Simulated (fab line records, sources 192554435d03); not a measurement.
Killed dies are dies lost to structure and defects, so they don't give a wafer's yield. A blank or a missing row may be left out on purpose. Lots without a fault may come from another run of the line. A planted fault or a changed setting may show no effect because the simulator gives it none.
Which tool did it? | flow n5_finfet | 24 lots, 72 wafers sampled, at 4 steps of a route of 1938

WHAT THE GAUGES READ, wafer by wafer
N5_BEOL_M5_INSPECT_58: inspects for defects (darkfield). Usual: raw_defect_count 83, standard deviation 26.
lot  | measured     | on                | raw_defect_count | flag
L074 | day 8 22:46  | defect_inspect-02 | 102 78 106       |
L076 | day 9 06:04  | defect_inspect-01 | 127 83 111       |
L075 | day 9 09:16  | defect_inspect-02 | 97 105 101       |
L077 | day 9 14:11  | defect_inspect-01 | 56 35 70         |
L078 | day 10 01:36 | defect_inspect-01 | 88 92 68         |
L079 | day 10 01:53 | defect_inspect-01 | 92 82 68         |
L080 | day 10 06:13 | defect_inspect-02 | 92 94 60         |
L081 | day 10 17:13 | defect_inspect-02 | 86 104 83        |
L083 | day 11 02:16 | defect_inspect-02 | 47 46 65         |
L084 | day 11 11:18 | defect_inspect-01 | 64 85 65         |
L082 | day 11 11:37 | defect_inspect-01 | 103 84 97        |
L085 | day 11 13:59 | defect_inspect-02 | 76 77 80         |
L087 | day 11 19:28 | defect_inspect-01 | 77 84 88         |
L086 | day 11 20:04 | defect_inspect-02 | 82 56 66         |
L089 | day 12 05:22 | defect_inspect-01 | 102 70 57        |
L088 | day 12 20:40 | defect_inspect-02 | 61 58 52         |
L090 | day 13 02:28 | defect_inspect-01 | 88 78 113        |
L091 | day 13 03:40 | defect_inspect-02 | 76 94 131        |
L092 | day 13 04:04 | defect_inspect-01 | 78 100 90        |
L093 | day 13 06:56 | defect_inspect-02 | 88 76 57         |
L094 | day 13 21:39 | defect_inspect-02 | 44 33 54         |
L095 | day 13 23:08 | defect_inspect-02 | 64 70 115        |
L096 | day 14 02:22 | defect_inspect-02 | 132 116 100      |
L097 | day 14 11:36 | defect_inspect-01 | 62 50 55         |

N5_BEOL_M6_OVL_MEAS_12. Usual: M6_OVL 0.3 nm, standard deviation 0.82.
lot  | measured     | on         | M6_OVL (nm)    | flag
L074 | day 9 00:17  | overlay-02 | 0.3 -0.8 2.0   |
L076 | day 9 07:26  | overlay-01 | -0.1 0.4 -0.5  |
L075 | day 9 10:55  | overlay-01 | 2.1 1.9 0.3    |
L077 | day 9 16:09  | overlay-01 | 0.6 0.7 -0.4   |
L078 | day 10 06:25 | overlay-02 | -0.6 -0.5 0.1  |
L079 | day 10 06:14 | overlay-01 | 0.4 -0.2 0.8   |
L080 | day 10 08:29 | overlay-01 | 1.2 1.6 1.6    |
L081 | day 10 20:20 | overlay-02 | 0.9 -0.6 0.3   |
L083 | day 11 05:19 | overlay-01 | 0.9 -0.1 0.9   |
L084 | day 11 13:56 | overlay-02 | -0.1 -0.2 0.0  |
L082 | day 11 14:06 | overlay-01 | -0.4 -0.8 -1.0 |
L085 | day 11 19:04 | overlay-02 | 0.3 -0.8 0.5   |
L087 | day 11 22:37 | overlay-02 | 0.2 -0.3 0.4   |
L086 | day 11 22:47 | overlay-01 | 0.0 0.0 -1.1   |
L089 | day 12 07:22 | overlay-02 | 0.5 -0.2 0.9   |
L088 | day 12 21:55 | overlay-02 | -0.1 -0.2 -0.9 |
L090 | day 13 04:09 | overlay-02 | 2.1 1.1 2.0    |
L091 | day 13 04:55 | overlay-02 | 0.6 0.4 0.9    |
L092 | day 13 06:48 | overlay-01 | 1.1 0.0 1.3    |
L093 | day 13 08:55 | overlay-02 | -0.7 0.9 -0.7  |
L094 | day 14 00:07 | overlay-02 | 0.5 1.6 1.1    |
L095 | day 14 01:43 | overlay-01 | 1.4 1.4 0.0    |
L096 | day 14 05:07 | overlay-02 | -0.2 -0.2 0.1  |
L097 | day 14 13:50 | overlay-02 | -0.1 0.1 1.1   |

WHICH TOOL RAN EACH LOT (tool, then ch and the chambers of the sampled wafers, then the start)
lot  | N5_BEOL_M5_PRE_CLEAN_45      | N5_BEOL_M6_PECVD_70
L074 | pvd_sputter-01, day 8 16:34  | pecvd-01 ch 1,2, day 8 23:26
L076 | pvd_sputter-02, day 8 23:43  | pecvd-01 ch 0,1,2, day 9 06:43
L075 | pvd_sputter-01, day 9 02:42  | pecvd-04 ch 0,2, day 9 09:55
L077 | pvd_sputter-01, day 9 07:16  | pecvd-01 ch 0,1,2, day 9 14:50
L078 | pvd_sputter-01, day 9 19:30  | pecvd-03 ch 0,1, day 10 02:49
L079 | pvd_sputter-03, day 9 19:35  | pecvd-03 ch 0,1, day 10 02:32
L080 | pvd_sputter-01, day 10 00:10 | pecvd-04 ch 1,2, day 10 06:53
L081 | pvd_sputter-01, day 10 10:47 | pecvd-01 ch 1,2, day 10 17:56
L083 | pvd_sputter-02, day 10 20:17 | pecvd-03 ch 1,2, day 11 02:55
L084 | pvd_sputter-03, day 11 05:20 | pecvd-04 ch 0,1,2, day 11 11:57
L082 | pvd_sputter-03, day 11 05:36 | pecvd-03 ch 0,2, day 11 12:16
L085 | pvd_sputter-01, day 11 05:43 | pecvd-03 ch 0,2, day 11 15:07
L087 | pvd_sputter-03, day 11 13:17 | pecvd-03 ch 0,1, day 11 20:09
L086 | pvd_sputter-03, day 11 13:58 | pecvd-01 ch 0,1,2, day 11 20:43
L089 | pvd_sputter-03, day 11 22:58 | pecvd-03 ch 0,1,2, day 12 06:01
L088 | pvd_sputter-01, day 12 14:36 | pecvd-01 ch 0,1,2, day 12 21:19
L090 | pvd_sputter-02, day 12 20:14 | pecvd-03 ch 0,1, day 13 03:08
L091 | pvd_sputter-03, day 12 21:20 | pecvd-01 ch 0,1,2, day 13 04:20
L092 | pvd_sputter-03, day 12 21:57 | pecvd-03 ch 0,1,2, day 13 04:43
L093 | pvd_sputter-03, day 12 22:11 | pecvd-04 ch 0,1,2, day 13 08:05
L094 | pvd_sputter-02, day 13 15:39 | pecvd-04 ch 0,1,2, day 13 22:22
L095 | pvd_sputter-03, day 13 16:46 | pecvd-03 ch 0,1,2, day 13 23:48
L096 | pvd_sputter-03, day 13 18:50 | pecvd-04 ch 0,1,2, day 14 03:01
L097 | pvd_sputter-01, day 14 05:31 | pecvd-01 ch 0,2, day 14 12:16
- N5_BEOL_M5_PRE_CLEAN_45: time 30 s.
- N5_BEOL_M6_PECVD_70: deposits SiO2 from TEOS/O2, target thk 20 nm, time 22.7 s.

WHAT THE TOOLS THEMSELVES READ (means of the sampled wafers that have a number; where no wafer has one, the mark that the record gives instead)
N5_BEOL_M5_PRE_CLEAN_45. Usual: heater_power_w 343 W, standard deviation 34.
lot  | tool           | heater_power_w (W) | flag
L074 | pvd_sputter-01 | 365                |
L076 | pvd_sputter-02 | 346                |
L075 | pvd_sputter-01 | 343                |
L077 | pvd_sputter-01 | 356                |
L078 | pvd_sputter-01 | 364                |
L079 | pvd_sputter-03 | 345                |
L080 | pvd_sputter-01 | 321                |
L081 | pvd_sputter-01 | 372                |
L083 | pvd_sputter-02 | 350                |
L084 | pvd_sputter-03 | 340                |
L082 | pvd_sputter-03 | 356                |
L085 | pvd_sputter-01 | 360                |
L087 | pvd_sputter-03 | 367                |
L086 | pvd_sputter-03 | 351                |
L089 | pvd_sputter-03 | 343                |
L088 | pvd_sputter-01 | 364                |
L090 | pvd_sputter-02 | 309                |
L091 | pvd_sputter-03 | 345                |
L092 | pvd_sputter-03 | 354                |
L093 | pvd_sputter-03 | 355                |
L094 | pvd_sputter-02 | 322                |
L095 | pvd_sputter-03 | 354                |
L096 | pvd_sputter-03 | 341                |
L097 | pvd_sputter-01 | 361                |

N5_BEOL_M6_PECVD_70. Usual: heater_power_w 746 W, standard deviation 86; showerhead_plenum_p_Torr 8.80 Torr, standard deviation 0.064; showerhead_vpp_V 1335 V, standard deviation 52; throttle_valve_pct 22.0 %, standard deviation 1.2.
lot  | tool     | heater_power_w (W) | showerhead_plenum_p_Torr (Torr) | showerhead_vpp_V (V) | throttle_valve_pct (%) | flag
L074 | pecvd-01 | 810                | 8.77                            | 1354                 | 20.4                   |
L076 | pecvd-01 | 625                | 8.79                            | 1324                 | 21.4                   |
L075 | pecvd-04 | 751                | 8.83                            | 1338                 | 22.0                   |
L077 | pecvd-01 | 706                | 8.79                            | 1331                 | 21.4                   |
L078 | pecvd-03 | 813                | 8.84                            | 1320                 | 22.5                   |
L079 | pecvd-03 | 784                | 8.82                            | 1315                 | 22.6                   |
L080 | pecvd-04 | 785                | 8.82                            | 1326                 | 21.9                   |
L081 | pecvd-01 | 774                | 8.75                            | 1347                 | 20.5                   |
L083 | pecvd-03 | 790                | 8.72                            | 1309                 | 21.0                   |
L084 | pecvd-04 | 744                | 8.83                            | 1390                 | 22.6                   |
L082 | pecvd-03 | 845                | 8.70                            | 1332                 | 20.9                   |
L085 | pecvd-03 | 795                | 8.77                            | 1327                 | 21.9                   |
L087 | pecvd-03 | 786                | 8.84                            | 1317                 | 22.9                   |
L086 | pecvd-01 | 686                | 8.79                            | 1321                 | 21.6                   |
L089 | pecvd-03 | 809                | 8.77                            | 1318                 | 21.8                   |
L088 | pecvd-01 | 688                | 8.80                            | 1326                 | 21.6                   |
L090 | pecvd-03 | 804                | 8.83                            | 1317                 | 22.7                   |
L091 | pecvd-01 | 721                | 8.79                            | 1331                 | 21.5                   |
L092 | pecvd-03 | 799                | 8.78                            | 1321                 | 22.0                   |
L093 | pecvd-04 | 711                | 8.83                            | 1388                 | 22.5                   |
L094 | pecvd-04 | 739                | 8.83                            | 1401                 | 22.6                   |
L095 | pecvd-03 | 779                | 8.77                            | 1313                 | 21.9                   |
L096 | pecvd-04 | 752                | 8.83                            | 1382                 | 22.5                   |
L097 | pecvd-01 | 609                | 8.83                            | 1324                 | 22.7                   |

THE ANSWER, worked out from the rows above alone
Rule: a lot is off if the mean of its wafers that have a number lies more than 3 standard deviations from the usual mean. A lot without any number at a reading at which 4 lots or more have one is off too. The other lots that the step has rows for count as sound. The gauges are gone through in route order, then the tools' own readings, and for those a lot's mean is taken as printed above. The first step at which some lot is off is used, and at that step the reading that is off furthest; a lot without a number counts as furthest.
No lot is off at any reading shown: from this, nothing can be told.

WHAT THE SIMULATOR HAD PUT IN
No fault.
